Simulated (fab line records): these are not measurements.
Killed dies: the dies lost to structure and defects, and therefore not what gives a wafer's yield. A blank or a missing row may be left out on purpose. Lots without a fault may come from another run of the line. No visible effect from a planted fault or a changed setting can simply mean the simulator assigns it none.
fab line records | flow n5-finfet
record: lots: 7 | wafers: 21
route steps=1938 shown WELL_APT@21 FIN_SAQP@125 FIN_CUT@160 DUMMY_GATE@243 SD_EPI_N@288
start-h: hours from the record's first day to the start of the lot's first wafer shown | wait-h: time in hours since the lot's previous step | " same as the row above | L1.1+2: a row that stands for several wafers | - no value, or no start given | * or withheld: withheld | < > ~ a bound
route shown NAME@n: NAME is a module with steps in the file, n the number in the route of the first one | usual: mean/standard deviation of fault-free wafers | same: alike in all rows | chamber/n: place in a boat | sites: readings site by site | _std_site: the standard deviation of these | _edge_site: the outer-site mean with the inner-site mean subtracted | radius-mm: how far each site lies from the wafer's centre | mask NAME#n: copy n | behind: tool/chamber where the wafer was last shaped | hold: why the lot was held/for how many hours/how that ended | device: the n, p or np transistor that did not switch | end of line: at the end of the route, the tests of the same wafers | a step given without rows: its recipe and nothing more | killed: dies that structure and defects cost at the first sort, which is not the same as the wafer's yield | map: shows each die of a wafer: x if killed, . if not, _ if none is there
set.NAME: the setting the step ran with; set.NAME@STEP: the setting that earlier step ran with | model.NAME: the simulator's own value behind a step, which no gauge read
lots with deliberately changed settings; one table per step, one row per wafer
== steps ==
step: N5_WELL_APT_COAT_02
recipe: spin-rpm: 1357 | resist-thk-nm: 950
lot.wafer | tool           | chamber | start-h | wait-h | set.spin-rpm | model.coat_of_WELL_APT_COAT_02.thk-nm
L078.2    | litho-track-03 | 0       | -       | -      | 1357         | 953.2
L078.4    | "              | 0       | "       | "      | 1357         | 946.8
L078.5    | "              | 0       | "       | "      | 1357         | 948.4
L082.3    | litho-track-05 | 0       | -       | -      | 1357         | 952
L082.4    | "              | 0       | "       | "      | 1357         | 949.7
L082.5    | "              | 0       | "       | "      | 1357         | 951.7
L087.2    | litho-track-03 | 0       | -       | -      | 1357         | 951.4
L087.3    | "              | 0       | "       | "      | 1357         | 954
L087.6    | "              | 0       | "       | "      | 1491         | 909.6
L088.1    | litho-track-05 | 0       | -       | -      | 1357         | 947.8
L088.2    | "              | 0       | "       | "      | 1433         | 924.9
L088.3    | "              | 0       | "       | "      | 1357         | 950.2
L089.2    | litho-track-01 | 0       | -       | -      | 1357         | 951.4
L089.3    | "              | 0       | "       | "      | 1357         | 953.3
L089.5    | "              | 0       | "       | "      | 1357         | 953.1
L092.1    | litho-track-01 | 0       | -       | -      | 1357         | 947.6
L092.2    | "              | 0       | "       | "      | 1458         | 910.3
L092.5    | "              | 0       | "       | "      | 1458         | 910.7
L095.1    | litho-track-03 | 0       | -       | -      | 1357         | 946.2
L095.4    | "              | 0       | "       | "      | 1357         | 947.6
L095.6    | "              | 0       | "       | "      | 1357         | 948
step: N5_WELL_APT_PEB_06
recipe: peb-temp-c: 130 | peb-time-s: 90
lot.wafer  | tool           | chamber | start-h | wait-h | set.peb-time-s
L078.2+4+5 | litho-track-05 | 0       | 37.69   | 0.0    | 90
L082.3     | litho-track-05 | 0       | 61.58   | 0.0    | 96.31
L082.4+5   | "              | 0       | "       | "      | 90
L087.2+3   | litho-track-01 | 0       | 91.49   | 0.0    | 90
L087.6     | "              | 0       | "       | "      | 70.55
L088.1     | litho-track-01 | 0       | 97.71   | 0.1    | 90
L088.2+3   | "              | 0       | "       | "      | 74.53
L089.2+3   | litho-track-05 | 0       | 103.92  | 0.0    | 73.7
L089.5     | "              | 0       | "       | "      | 90
L092.1+2   | litho-track-01 | 0       | 121.57  | 0.1    | 83.34
L092.5     | "              | 0       | "       | "      | 90
L095.1+4   | litho-track-01 | 0       | 140.35  | 0.1    | 74.33
L095.6     | "              | 0       | "       | "      | 90
step: N5_WELL_APT_DEVELOP_07
recipe: develop-time-s: 45 | rinse-liquid: surfactant-rinse | dry: air-spin | dev-temp-c: 21
lot.wafer  | tool           | chamber | start-h | wait-h | set.develop-time-s
L078.2+4+5 | litho-track-05 | 0       | -       | -      | 45
L082.3+4   | litho-track-05 | 0       | -       | -      | 48.94
L082.5     | "              | 0       | "       | "      | 45
L087.2+6   | litho-track-01 | 0       | -       | -      | 45
L087.3     | "              | 0       | "       | "      | 54.1
L088.1+2+3 | litho-track-01 | 0       | -       | -      | 45
L089.2+3+5 | litho-track-05 | 0       | -       | -      | 45
L092.1     | litho-track-01 | 0       | -       | -      | 45
L092.2+5   | "              | 0       | "       | "      | 48.48
L095.1     | litho-track-01 | 0       | -       | -      | 45
L095.4+6   | "              | 0       | "       | "      | 53.11
step: N5_WELL_APT_HARDBAKE_12
recipe: temp-c: 130 | time-s: 120
step: N5_WELL_APT_CD_MEAS_08
recipe: target-cd-nm: 200 | landing-energy-ev: 500 | detector: se-inlens
usual: cd-nm: 200.3/1.7
lot.wafer | tool      | chamber | start-h | wait-h | set.peb-time-s@WELL_APT_PEB_06 | cd-nm
L078.2    | cd-sem-02 | 0       | 37.80   | -      | 90                             | 201.0
L078.4    | "         | 0       | "       | "      | 90                             | 201.9
L078.5    | "         | 0       | "       | "      | 90                             | 200.5
L082.3    | cd-sem-01 | 0       | 61.70   | -      | 96.31                          | 203.8
L082.4    | "         | 0       | "       | "      | 90                             | 201.3
L082.5    | "         | 0       | "       | "      | 90                             | 200.2
L087.2    | cd-sem-03 | 0       | 91.61   | -      | 90                             | 203.0
L087.3    | "         | 0       | "       | "      | 90                             | 201.2
L087.6    | "         | 0       | "       | "      | 70.55                          | 193.6
L088.1    | cd-sem-03 | 0       | 97.82   | -      | 90                             | 203.3
L088.2    | "         | 0       | "       | "      | 74.53                          | 194.4
L088.3    | "         | 0       | "       | "      | 74.53                          | 194.1
L089.2    | cd-sem-02 | 0       | 104.04  | -      | 73.7                           | 191.6
L089.3    | "         | 0       | "       | "      | 73.7                           | 191.0
L089.5    | "         | 0       | "       | "      | 90                             | 198.2
L092.1    | cd-sem-03 | 0       | 121.69  | -      | 83.34                          | 196.1
L092.2    | "         | 0       | "       | "      | 83.34                          | 199.9
L092.5    | "         | 0       | "       | "      | 90                             | 200.9
L095.1    | cd-sem-01 | 0       | 140.46  | -      | 74.33                          | 191.0
L095.4    | "         | 0       | "       | "      | 74.33                          | 190.6
L095.6    | "         | 0       | "       | "      | 90                             | 200.6
step: N5_WELL_APT_DESCUM_13
recipe: chemistry: O2 | time-s: 7.9 | source-power-w: 50 | bias-power-w: 20 | pressure-mtorr: 20 | rf-frequency-hz: 2.712e+07 | temp-c: 40 | o2-flow-sccm: 225
lot.wafer | tool        | chamber | start-h | wait-h | set.peb-time-s@WELL_APT_PEB_06 | model.WELL_APT.cd-nm
L078.2    | rie-diel-01 | 2       | 38.01   | 0.2    | 90                             | 200.9
L078.4    | "           | 0       | "       | "      | 90                             | 201.8
L078.5    | "           | 3       | "       | "      | 90                             | 200.3
L082.3    | rie-diel-05 | 3       | 61.79   | 0.0    | 96.31                          | 203.8
L082.4    | "           | 2       | "       | "      | 90                             | 201.6
L082.5    | "           | 1       | "       | "      | 90                             | 200.6
L087.2    | rie-diel-03 | 3       | 91.92   | 0.3    | 90                             | 202.7
L087.3    | "           | 0       | "       | "      | 90                             | 200.8
L087.6    | "           | 3       | "       | "      | 70.55                          | 193.3
L088.1    | rie-diel-05 | 1       | 98.93   | 1.0    | 90                             | 203.3
L088.2    | "           | 2       | "       | "      | 74.53                          | -
L088.3    | "           | 3       | "       | "      | 74.53                          | 194.3
L089.2    | rie-diel-01 | 0       | 105.07  | 1.0    | 73.7                           | 191.5
L089.3    | "           | 1       | "       | "      | 73.7                           | 191
L089.5    | "           | 2       | "       | "      | 90                             | 198.6
L092.1    | rie-diel-05 | 1       | 121.77  | 0.0    | 83.34                          | 196.3
L092.2    | "           | 3       | "       | "      | 83.34                          | 199.9
L092.5    | "           | 0       | "       | "      | 90                             | 200.9
L095.1    | rie-diel-03 | 1       | 140.55  | 0.0    | 74.33                          | 191.5
L095.4    | "           | 2       | "       | "      | 74.33                          | 190.3
L095.6    | "           | 0       | "       | "      | 90                             | 200.3
step: N5_FIN_SAQP_SPACER1_ALD_24
recipe: material: SiO2 | target-thk-a: 203 | temp-c: 300 | ald-precursor-family: BDEAS | ald-co-reactant: O2-plasma | pulse-time-s: 1 | purge-time-s: 2 | co-reactant-purge-time-s: 2 | ald-cycles: 218 | pressure-torr: 2
lot.wafer  | tool       | chamber | start-h | wait-h | set.ald-cycles | model.SiO2_of_FIN_SAQP_SPACER1_ALD_24.thk-nm
L078.2     | ald-sin-02 | 1       | 46.98   | 0.3    | 218            | 20.2
L078.4+5   | "          | 0,3     | "       | "      | 218            | 20.4
L082.3+4+5 | ald-sin-04 | 0,3,1   | 71.29   | 0.1    | 218            | 20.4
L087.2     | ald-sin-02 | 3       | 100.93  | 0.3    | 218            | 20.4
L087.3     | "          | 0       | "       | "      | 253            | 23.4
L087.6     | "          | 1       | "       | "      | 218            | 20.2
L088.1     | ald-sin-01 | 1       | 109.93  | 0.3    | 218            | 20.6
L088.2     | "          | 3       | "       | "      | 218            | 20.4
L088.3     | "          | 0       | "       | "      | 238            | 22.4
L089.2+5   | ald-sin-01 | 1       | 115.80  | 0.8    | 218            | 20.2
L089.3     | "          | 2       | "       | "      | 239            | 22.2
L092.1+2+5 | ald-sin-01 | 3,0,0   | 131.40  | 0.3    | 252            | 23.6
L095.1     | ald-sin-01 | 0       | 149.54  | 0.3    | 218            | 20.6
L095.4+6   | "          | 2,3     | "       | "      | 218            | 20.4
step: N5_FIN_SAQP_SPACER1_ETCHBACK_25
recipe: chemistry: CHF3/O2 | mode: anisotropic-etchback | target: SiO2 | target-depth-a: 244 | time-s: 12.2 | pressure-mtorr: 30 | source-w: 650 | bias-w: 170 | Ar_flow_sccm: 200 | CHF3_flow_sccm: 50 | O2_flow_sccm: 5 | ion-energy-ev: 200
step: N5_FIN_SAQP_MANDREL1_REMOVE_56
recipe: chemistry: HBr/Cl2/O2 | bt-time-s: 10 | target: a-Si | stop-on: SiNx | endpoint: OES-SiCl | over-etch-frac: 1 | icp-w: 600 | bias-w: 22 | HBr_flow_sccm: 150 | Cl2_flow_sccm: 80 | O2_flow_sccm: 5 | pressure-mtorr: 10
lot.wafer  | tool      | chamber | start-h | wait-h | set.ald-cycles@FIN_SAQP_SPACER1_ALD_24 | model.FIN_SAQP.cd-nm
L078.2     | rie-si-05 | 0       | 47.79   | 0.1    | 218                                    | 20.2
L078.4+5   | "         | 1,2     | "       | "      | 218                                    | 20.6
L082.3+4+5 | rie-si-05 | 3,0,3   | 72.10   | 0.1    | 218                                    | 20.4
L087.2     | rie-si-04 | 0       | 101.87  | 0.1    | 218                                    | 20.6
L087.3     | "         | 2       | "       | "      | 253                                    | 23.6
L087.6     | "         | 1       | "       | "      | 218                                    | 20.2
L088.1+2   | rie-si-04 | 0,2     | 110.80  | 0.1    | 218                                    | 20.6
L088.3     | "         | 3       | "       | "      | 238                                    | 22.4
L089.2     | rie-si-04 | 1       | 116.60  | 0.1    | 218                                    | 20.2
L089.3     | "         | 3       | "       | "      | 239                                    | 22.4
L089.5     | "         | 3       | "       | "      | 218                                    | 20.4
L092.1+2   | rie-si-03 | 1,2     | 132.55  | 0.1    | 252                                    | 23.6
L092.5     | "         | 2       | "       | "      | 252                                    | 23.4
L095.1+4   | rie-si-04 | 2,3     | 150.35  | 0.1    | 218                                    | 20.6
L095.6     | "         | 3       | "       | "      | 218                                    | 20.4
step: N5_FIN_SAQP_CD_MEAS_27
recipe: target-cd-nm: 20 | landing-energy-ev: 1000 | detector: se-inlens | polarity: line
usual: cd-nm: 20.37/0.22
lot.wafer | tool      | chamber | start-h | wait-h | set.ald-cycles@FIN_SAQP_SPACER1_ALD_24 | cd-nm
L078.2    | cd-sem-03 | 0       | 47.90   | 0.1    | 218                                    | 20.32
L078.4    | "         | 0       | "       | "      | 218                                    | 20.57
L078.5    | "         | 0       | "       | "      | 218                                    | 20.60
L082.3    | cd-sem-02 | 0       | 72.21   | 0.1    | 218                                    | 20.51
L082.4    | "         | 0       | "       | "      | 218                                    | 20.25
L082.5    | "         | 0       | "       | "      | 218                                    | 20.39
L087.2    | cd-sem-03 | 0       | 101.99  | 0.1    | 218                                    | 20.59
L087.3    | "         | 0       | "       | "      | 253                                    | 23.61
L087.6    | "         | 0       | "       | "      | 218                                    | 20.30
L088.1    | cd-sem-03 | 0       | 110.91  | 0.1    | 218                                    | 20.42
L088.2    | "         | 0       | "       | "      | 218                                    | 20.75
L088.3    | "         | 0       | "       | "      | 238                                    | 22.36
L089.2    | cd-sem-03 | 0       | 116.72  | 0.1    | 218                                    | 19.95
L089.3    | "         | 0       | "       | "      | 239                                    | 22.45
L089.5    | "         | 0       | "       | "      | 218                                    | 20.62
L092.1    | cd-sem-03 | 0       | 132.66  | 0.1    | 252                                    | 23.59
L092.2    | "         | 0       | "       | "      | 252                                    | 23.46
L092.5    | "         | 0       | "       | "      | 252                                    | 23.71
L095.1    | cd-sem-01 | 0       | 150.46  | 0.1    | 218                                    | 20.52
L095.4    | "         | 0       | "       | "      | 218                                    | 20.52
L095.6    | "         | 0       | "       | "      | 218                                    | 20.46
step: N5_FIN_CUT_EXPOSE_05
recipe: mask-id: FIN_CUT | na: 0.33 | source-shape: annular | sigma-inner: 0.35 | sigma-outer: 0.8 | polarization: unpolarized | dose-mj: 45.75
lot.wafer  | tool           | chamber | start-h | wait-h | mask      | set.dose-mj
L078.2+4+5 | euv-scanner-02 | 0       | 50.49   | -      | FIN_CUT#0 | 45.75
L082.3+4+5 | euv-scanner-01 | 0       | 74.66   | -      | FIN_CUT#0 | 45.75
L087.2     | euv-scanner-01 | 0       | 104.97  | -      | FIN_CUT#0 | 45.75
L087.3+6   | "              | 0       | "       | "      | FIN_CUT#0 | 47.29
L088.1+2+3 | euv-scanner-02 | 0       | 113.91  | -      | FIN_CUT#0 | 45.75
L089.2     | euv-scanner-02 | 0       | 119.06  | -      | FIN_CUT#0 | 45.75
L089.3+5   | "              | 0       | "       | "      | FIN_CUT#0 | 48.48
L092.1+5   | euv-scanner-01 | 0       | 135.28  | -      | FIN_CUT#0 | 45.75
L092.2     | "              | 0       | "       | "      | FIN_CUT#0 | 47.3
L095.1+4+6 | euv-scanner-02 | 0       | 152.97  | -      | FIN_CUT#0 | 45.75
step: N5_FIN_CUT_PEB_06
recipe: peb-temp-c: 100 | peb-time-s: 60 | resist: CAR-EUV
step: N5_FIN_CUT_DEVELOP_07
recipe: develop-time-s: 30 | developer: TMAH | resist: CAR-EUV | rinse-liquid: surfactant-rinse | dry: air-spin | dev-temp-c: 23
step: N5_FIN_CUT_DESCUM_13
recipe: chemistry: O2 | time-s: 7 | source-power-w: 50 | bias-power-w: 20 | pressure-mtorr: 20 | rf-frequency-hz: 2.712e+07 | temp-c: 40 | resist: CAR-EUV | o2-flow-sccm: 225
step: N5_FIN_CUT_ETCH_30
recipe: chemistry: N2/H2 | target: underlayer | target-depth-a: 130 | mask-material: CAR-EUV | time-s: 10.4 | ion-energy-ev: 200 | pressure-mtorr: 30 | source-w: 840 | bias-w: 150 | n2-flow-sccm: 200 | h2-flow-sccm: 200 | ends: cleared
lot.wafer  | tool        | chamber | start-h | wait-h | set.dose-mj@FIN_CUT_EXPOSE_05 | model.FIN_CUT.cd-offset-nm
L078.2     | rie-diel-06 | 2       | 50.77   | 0.0    | 45.75                         | 0.2
L078.4+5   | "           | 3,2     | "       | "      | 45.75                         | 0
L082.3+4+5 | rie-diel-06 | 3,0,2   | 75.75   | 0.0    | 45.75                         | 0
L087.2     | rie-diel-06 | 2       | 105.27  | 0.0    | 45.75                         | 0.2
L087.3+6   | "           | 0,2     | "       | "      | 47.29                         | 0.6
L088.1     | rie-diel-02 | 1       | 114.20  | 0.0    | 45.75                         | 0.2
L088.2     | "           | 0       | "       | "      | 45.75                         | 0
L088.3     | "           | 3       | "       | "      | 45.75                         | -0.2
L089.2     | rie-diel-06 | 0       | 119.34  | 0.0    | 45.75                         | 0.4
L089.3     | "           | 2       | "       | "      | 48.48                         | 1.4
L089.5     | "           | 3       | "       | "      | 48.48                         | 1.2
L092.1+5   | rie-diel-04 | 3,2     | 135.57  | 0.0    | 45.75                         | -0.2
L092.2     | "           | 2       | "       | "      | 47.3                          | 0.2
L095.1     | rie-diel-02 | 2       | 153.26  | 0.0    | 45.75                         | 0
L095.4+6   | "           | 3       | "       | "      | 45.75                         | -0.2
step: N5_DUMMY_GATE_ETCH_31
recipe: chemistry: C4F6/O2 | target: SiO2 | mask-material: SOC | target-depth-a: 825 | time-s: 27.5 | ion-energy-ev: 250 | pressure-mtorr: 30 | source-w: 345 | bias-w: 185 | Ar_flow_sccm: 300 | C4F6_flow_sccm: 10 | O2_flow_sccm: 10
lot.wafer | tool        | chamber | start-h | wait-h | set.target-depth-a | model.etch.depth-nm | model.SOC_of_DUMMY_GATE_COAT_34.thk-nm
L078.2    | rie-diel-04 | 1       | 72.14   | 0.1    | 825                | 82.56               | 51.6
L078.4    | "           | 3       | "       | "      | 825                | 81.48               | 51.6
L078.5    | "           | 2       | "       | "      | 825                | 85.72               | 51.4
L082.3    | rie-diel-04 | 0       | 94.98   | 0.0    | 825                | 83.83               | 51.8
L082.4    | "           | 3       | "       | "      | 726                | 70.5                | 52.8
L082.5    | "           | 0       | "       | "      | 825                | 84.57               | 51.6
L087.2    | rie-diel-02 | 1       | 126.02  | 0.0    | 825                | 81.13               | 51.8
L087.3    | "           | 2       | "       | "      | 825                | 82.03               | 51.8
L087.6    | "           | 1       | "       | "      | 825                | 80.66               | 51.6
L088.1    | rie-diel-02 | 3       | 133.17  | 0.0    | 825                | 80.49               | 52
L088.2    | "           | 1       | "       | "      | 825                | 80.21               | 52
L088.3    | "           | 2       | "       | "      | 778.6              | 76.45               | 52.6
L089.2    | rie-diel-06 | 1       | 138.67  | 0.1    | 874.1              | 90.84               | 50.8
L089.3    | "           | 0       | "       | "      | 825                | 83.3                | 51.2
L089.5    | "           | 1       | "       | "      | 874.1              | 89.82               | 50.6
L092.1    | rie-diel-02 | 0       | 154.40  | 0.0    | 825                | 83.79               | 51.4
L092.2    | "           | 1       | "       | "      | 825                | 81.22               | 51.4
L092.5    | "           | 0       | "       | "      | 887.9              | 90.03               | 50.8
L095.1    | rie-diel-06 | 0       | 172.36  | 0.0    | 825                | 81.32               | 52
L095.4    | "           | 3       | "       | "      | 825                | 80.93               | 52.4
L095.6    | "           | 1       | "       | "      | 825                | 83.15               | 52
step: N5_DUMMY_GATE_ETCH_32
recipe: chemistry: CF4 | target: SiO2 | target-depth-a: 35 | time-s: 3.9 | ion-energy-ev: 350 | pressure-mtorr: 10 | icp-w: 800 | bias-w: 400 | cf4-flow-sccm: 80
lot.wafer | tool      | chamber | start-h | wait-h | set.time-s | model.etch.depth-nm
L078.2    | rie-si-02 | 1       | 72.39   | 0.1    | 3.9        | 3.604
L078.4    | "         | 2       | "       | "      | 3.9        | 3.468
L078.5    | "         | 0       | "       | "      | 3.9        | 3.558
L082.3    | rie-si-06 | 2       | 95.22   | 0.1    | 3.9        | 3.416
L082.4    | "         | 3       | "       | "      | 3.9        | 3.511
L082.5    | "         | 0       | "       | "      | 3.9        | 3.517
L087.2    | rie-si-01 | 0       | 126.27  | 0.1    | 3.9        | 3.548
L087.3    | "         | 3       | "       | "      | 4.243      | 3.87
L087.6    | "         | 1       | "       | "      | 3.9        | 3.425
L088.1    | rie-si-06 | 1       | 133.42  | 0.1    | 3.9        | 3.656
L088.2    | "         | 0       | "       | "      | 4.48       | 4.084
L088.3    | "         | 2       | "       | "      | 4.48       | 3.958
L089.2    | rie-si-01 | 0       | 138.91  | 0.1    | 3.9        | 3.542
L089.3    | "         | 1       | "       | "      | 3.116      | 2.746
L089.5    | "         | 2       | "       | "      | 3.116      | 2.811
L092.1    | rie-si-06 | 1       | 154.65  | 0.1    | 3.9        | 3.659
L092.2    | "         | 0       | "       | "      | 3.9        | 3.542
L092.5    | "         | 3       | "       | "      | 4.618      | 4.229
L095.1    | rie-si-02 | 1       | 172.61  | 0.1    | 4.131      | 3.8
L095.4    | "         | 2       | "       | "      | 3.9        | 3.438
L095.6    | "         | 1       | "       | "      | 4.131      | 3.833
step: N5_SD_EPI_N_EPI_21
recipe: material: Si:P | dopant: P | temp-c: 680 | pressure-torr: 255 | time-s: 690
lot.wafer | tool         | chamber | start-h | wait-h | set.epi-growth-time-s | model.Si-P_of_SD_EPI_N_EPI_21.thk-nm
L078.2    | epi-rpcvd-01 | 0       | 76.40   | 0.5    | 690                   | 58.2
L078.4    | "            | 0       | "       | "      | 690                   | 59.4
L078.5    | "            | 0       | "       | "      | 690                   | 59
L082.3    | epi-rpcvd-02 | 0       | 100.54  | 0.7    | 756.2                 | 62.6
L082.4    | "            | 0       | "       | "      | 690                   | 59.2
L082.5    | "            | 0       | "       | "      | 756.2                 | 62.8
L087.2    | epi-rpcvd-04 | 0       | 129.86  | 0.4    | 643.2                 | 56
L087.3    | "            | 0       | "       | "      | 690                   | 58.2
L087.6    | "            | 0       | "       | "      | 690                   | 59
L088.1    | epi-rpcvd-02 | 0       | 136.92  | 0.2    | 690                   | 59.4
L088.2    | "            | 0       | "       | "      | 690                   | 59
L088.3    | "            | 0       | "       | "      | 710.7                 | 61
L089.2    | epi-rpcvd-04 | 0       | 142.59  | 0.4    | 690                   | 59
L089.3    | "            | 0       | "       | "      | 690                   | 59.4
L089.5    | "            | 0       | "       | "      | 690                   | 58.4
L092.1    | epi-rpcvd-04 | 0       | 158.33  | 0.3    | 690                   | 59
L092.2    | "            | 0       | "       | "      | 690                   | 58.6
L092.5    | "            | 0       | 160.32  | 2.0    | 690                   | 59.2
L095.1    | epi-rpcvd-04 | 0       | 177.40  | 0.1    | 690                   | 59.4
L095.4    | "            | 0       | "       | "      | 690                   | 59.6
L095.6    | "            | 0       | "       | "      | 641.6                 | 56.8
step: N5_SD_EPI_N_PRECLEAN_24
recipe: chemistry: O3/DIW | time-s: 60 | temp-c: 22 | o3-ppm: 10
lot.wafer | tool         | chamber | start-h | wait-h | set.epi-growth-time-s@SD_EPI_N_EPI_21 | model.Si-P_of_SD_EPI_N_EPI_21.thk-nm
L078.2    | wet-bench-01 | 0       | 78.34   | 0.0    | 690                                   | 57.8
L078.4    | "            | 1       | "       | "      | 690                                   | 59
L078.5    | "            | 4       | "       | "      | 690                                   | 58.6
L082.3    | wet-bench-04 | 1       | 101.73  | 0.0    | 756.2                                 | 62.2
L082.4    | "            | 0       | "       | "      | 690                                   | 58.8
L082.5    | "            | 7       | "       | "      | 756.2                                 | 62.4
L087.2    | wet-bench-04 | 4       | 131.34  | 0.0    | 643.2                                 | 55.8
L087.3    | "            | 1       | "       | "      | 690                                   | 57.8
L087.6    | "            | 3       | "       | "      | 690                                   | 58.6
L088.1    | wet-bench-01 | 4       | 139.25  | 0.0    | 690                                   | 59
L088.2    | "            | 3       | "       | "      | 690                                   | 58.6
L088.3    | "            | 7       | "       | "      | 710.7                                 | 60.6
L089.2    | wet-bench-04 | 1       | 144.06  | 0.0    | 690                                   | 58.6
L089.3    | "            | 2       | "       | "      | 690                                   | 59
L089.5    | "            | 7       | "       | "      | 690                                   | 58
L092.1    | wet-bench-05 | 1       | 161.41  | 0.0    | 690                                   | 58.6
L092.2    | "            | 7       | "       | "      | 690                                   | 58.2
L092.5    | "            | 2       | "       | "      | 690                                   | 58.8
L095.1    | wet-bench-04 | 1       | 179.15  | 0.0    | 690                                   | 59
L095.4    | "            | 3       | "       | "      | 690                                   | 59.2
L095.6    | "            | 2       | "       | "      | 641.6                                 | 56.4
== key ==
split: step: N5_WELL_APT_COAT_02 | setting: spin-rpm | stated: 1357 | by: wafer
response: step: N5_WELL_APT_COAT_02 | reading: model.coat_of_WELL_APT_COAT_02.thk-nm | change: -4.54 | per: 1% | r: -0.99
split: step: N5_WELL_APT_PEB_06 | setting: peb-time-s | stated: 90 | by: wafer
response: step: N5_WELL_APT_CD_MEAS_08 | reading: cd-nm | change: +0.452 | per: 1% | r: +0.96
response: step: N5_WELL_APT_DESCUM_13 | reading: model.WELL_APT.cd-nm | change: +0.447 | per: 1% | r: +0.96
split: step: N5_WELL_APT_DEVELOP_07 | setting: develop-time-s | stated: 45 | by: wafer
response none clear
split: step: N5_FIN_SAQP_SPACER1_ALD_24 | setting: ald-cycles | stated: 218 | by: wafer
response: step: N5_FIN_SAQP_SPACER1_ALD_24 | reading: model.SiO2_of_FIN_SAQP_SPACER1_ALD_24.thk-nm | change: +0.199 | per: 1% | r: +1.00
response: step: N5_FIN_SAQP_MANDREL1_REMOVE_56 | reading: model.FIN_SAQP.cd-nm | change: +0.203 | per: 1% | r: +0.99
response: step: N5_FIN_SAQP_CD_MEAS_27 | reading: cd-nm | change: +0.202 | per: 1% | r: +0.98
split: step: N5_FIN_CUT_EXPOSE_05 | setting: dose-mj | stated: 45.75 | by: wafer
response: step: N5_FIN_CUT_ETCH_30 | reading: model.FIN_CUT.cd-offset-nm | change: +0.138 | per: 1% | r: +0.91
split: step: N5_DUMMY_GATE_ETCH_31 | setting: target-depth-a | stated: 825 | by: wafer
response: step: N5_DUMMY_GATE_ETCH_31 | reading: model.etch.depth-nm | change: +1.06 | per: 1% | r: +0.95
response: step: N5_DUMMY_GATE_ETCH_31 | reading: model.SOC_of_DUMMY_GATE_COAT_34.thk-nm | change: -0.0896 | per: 1% | r: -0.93
split: step: N5_DUMMY_GATE_ETCH_32 | setting: time-s | stated: 3.9 | by: wafer
response: step: N5_DUMMY_GATE_ETCH_32 | reading: model.etch.depth-nm | change: +0.0352 | per: 1% | r: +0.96
split: step: N5_SD_EPI_N_EPI_21 | setting: epi-growth-time-s | stated: 690 | by: wafer
response: step: N5_SD_EPI_N_EPI_21 | reading: model.Si-P_of_SD_EPI_N_EPI_21.thk-nm | change: +0.385 | per: 1% | r: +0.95
response: step: N5_SD_EPI_N_PRECLEAN_24 | reading: model.Si-P_of_SD_EPI_N_EPI_21.thk-nm | change: +0.378 | per: 1% | r: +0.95
